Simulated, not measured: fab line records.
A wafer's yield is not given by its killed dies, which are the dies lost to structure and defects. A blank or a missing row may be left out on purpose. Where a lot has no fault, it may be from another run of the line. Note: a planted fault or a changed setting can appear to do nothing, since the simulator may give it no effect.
Matching of chambers ; flow n5 finfet ; 4 sister chambers for N5_SD_EPI_N_LINER_46 on ald sin-01
The step material SiNx, target thk 3 nm. 4 wafers are shown with their chamber, then 10 later ones without.

## WAFERS, EACH WITH ITS CHAMBER
wafer;chamber;heater power w (W)
L078.3;1;850
L082.6;3;848
L092.2;2;839
L092.5;0;807

## WAFERS WHOSE CHAMBER IS MISSING
wafer;heater power w (W)
L092.6;836
L093.3;817
L093.4;802
L093.5;861
L096.1;803
L096.2;856
L096.3;809
L096.4;862
L096.5;800
L096.6;843

## THE CHAMBER EACH PASSED THROUGH
wafer;from the rows above;in truth
L092.6;can't be placed: 2 or 3 or 1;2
L093.3;can't be placed: 0 or 2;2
L093.4;0;0
L093.5;can't be placed: 1 or 3 or 2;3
L096.1;0;0
L096.2;can't be placed: 1 or 3 or 2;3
L096.3;0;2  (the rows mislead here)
L096.4;can't be placed: 1 or 3 or 2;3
L096.5;0;0
L096.6;can't be placed: 2 or 3 or 1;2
Correct placement for 3 of the 10. Cannot be placed on the basis of these rows: 6; the candidates contain the true chamber in 6. 1 placed wrongly.
How it was worked out, from the rows above alone: a wafer's distance from a chamber is the root of the sum, over the readings, of the square of ((its reading less the chamber's mean) divided by the reading's scatter). The wafer belongs to the nearest chamber; if the next one is less than 2 further off, it can't be placed. A chamber's mean is the mean of its shown wafers. The scatter: with one shown wafer a chamber, the root of the mean of the squares of how far each hidden wafer lies from its nearest shown one.
